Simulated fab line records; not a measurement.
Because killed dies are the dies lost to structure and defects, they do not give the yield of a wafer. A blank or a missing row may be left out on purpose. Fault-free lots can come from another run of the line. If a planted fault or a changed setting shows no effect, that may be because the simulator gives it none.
Code-filled problem report in 8D (eight disciplines) form ; flow nand-harc ; the parts of the form that need people (team, actions taken, sign-off) are left out

1. THE ISSUE
NHARC_END_SORT_01, killed-at-array: mean 675 over 1 wafer from 1 lot; wafers with no fault: 54, standard deviation 18. Measured from the usual mean, that is +34 standard deviations.
First observed at day 31 02:04: wafer L124.3, on prober-01. The record holds 3 wafers of 1 lot with a number at this step. Rule for "out" (also "out of limits"): further than 4 standard deviations from the usual mean. The other wafers with a number count as sound.

2. WHAT IT IS, WHAT IT ISN'T
question;is;is not
which readings at this step;killed-at-array, killed-dies;killed-at-other, killed-at-periphery, killed-open, killed-short
which lots;L124;-
which wafers of those lots;L124.3;L124.1, L124.4
read on which gauges;prober-01;-
when;from day 31 02:04;"up to then (1 sound wafer); but 1 sound wafer of L124 came after"

3. SUSPECTS, AND WHAT RULES EACH OUT
Counting: any tool at a process step up to the reading remains a suspect provided it ran every lot that is out. Sound lots after the first of them don't rule it out here, since some wafers of a struck lot are sound.
- the gauge at NHARC_END_SORT_01: ruled out. All the wafers that are out were read on prober-01, but those of them that NHARC_A_STAIRCASE_ETCH_253 has rows for are out there too, on other tools.
- rie-diel-10 at NHARC_A_STAIRCASE_TRIM_229 (chemistry O2, time 211.2 s): kept. It ran the lot that is out, L124 (day 21 18:14).
- rie-diel-10 at NHARC_A_STAIRCASE_ETCH_232 (etches the open film in C4F8/O2, target depth 100 nm, time 40.5 s): kept. It ran the lot that is out, L124 (day 21 21:04). Because NHARC_A_STAIRCASE_ETCH_232 lacks a start for some lots, the hours and order of its lots are taken from NHARC_A_STAIRCASE_ETCH_253.
- rie-diel-10 at NHARC_A_STAIRCASE_ETCH_253 (etches the open film in C4F8/O2, target depth 50 nm, time 20.2 s): kept. It ran the lot that is out, L124 (day 21 21:04). Out on those wafers are its own readings of oes-product-au.
- plasma-asher-01 at NHARC_A_STAIRCASE_STRIP_254 (strips in O2): kept. It ran the lot that is out, L124 (day 21 21:13).
- At NHARC_A_STAIRCASE_TRIM_229, inside rie-diel-10: chamber 2 took the wafers that are out, while their sound lot-mates went through chambers 0, 1.
- At NHARC_A_STAIRCASE_ETCH_232, inside rie-diel-10: chamber 1 took the wafers that are out, while their sound lot-mates went through chambers 0, 2.
- At NHARC_A_STAIRCASE_ETCH_253, inside rie-diel-10: chamber 1 took the wafers that are out, while their sound lot-mates went through chambers 0, 2.
- At NHARC_A_STAIRCASE_STRIP_254 on plasma-asher-01, chamber 1 took the sound wafers of the same lots and chamber 0 took the wafers that are out.
Left after counting: rie-diel-10 at NHARC_A_STAIRCASE_TRIM_229, rie-diel-10 at NHARC_A_STAIRCASE_ETCH_232, rie-diel-10 at NHARC_A_STAIRCASE_ETCH_253, plasma-asher-01 at NHARC_A_STAIRCASE_STRIP_254.

4. THE CAUSE (what the simulator had put in)
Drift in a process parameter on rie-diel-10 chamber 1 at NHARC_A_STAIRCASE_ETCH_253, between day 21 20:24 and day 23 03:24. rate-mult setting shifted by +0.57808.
4 suspects survive the count, and this tool is in that group.

5. THE EFFECT CHAIN, in route order
One row per reading whose mean, taken over the struck wafers that have a number, lies over 3 standard deviations from the usual. Only readings whose record carries a usual standard deviation are examined. hours: median over the lots of the time between each lot's start at the first step of this table that gives one and its start at this step. sigmas: the change, counted in usual standard deviations.
hours;step;reading;usual;on struck wafers;change;sigmas
0;NHARC_A_STAIRCASE_ETCH_253;oes-product-au;0.952 a.u.;1.291;+0.339;+17
221;NHARC_END_SORT_01;killed-at-array;54;675;+621;+34
221;NHARC_END_SORT_01;killed-dies;59;677;+618;+34
Its process steps:
- NHARC_A_STAIRCASE_ETCH_253: etches the open film in C4F8/O2, target depth 50 nm, time 20.2 s.

6. HOW IT WOULD HAVE BEEN CAUGHT EARLIER
Counted from the fault's start at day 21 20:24, it took 222 hours until the first out-of-limits reading at a measuring or inspecting step in this record, taken at day 31 02:04.
Tool's own readings at NHARC_A_STAIRCASE_ETCH_253, oes-product-au: out on all struck wafers the step has rows for; an alarm limit on them would have tripped on the first.
All the lots that are out (1) had begun NHARC_A_STAIRCASE_ETCH_253 on rie-diel-10 by day 31 02:04. None of them would have been spared by holding the tool at that moment.
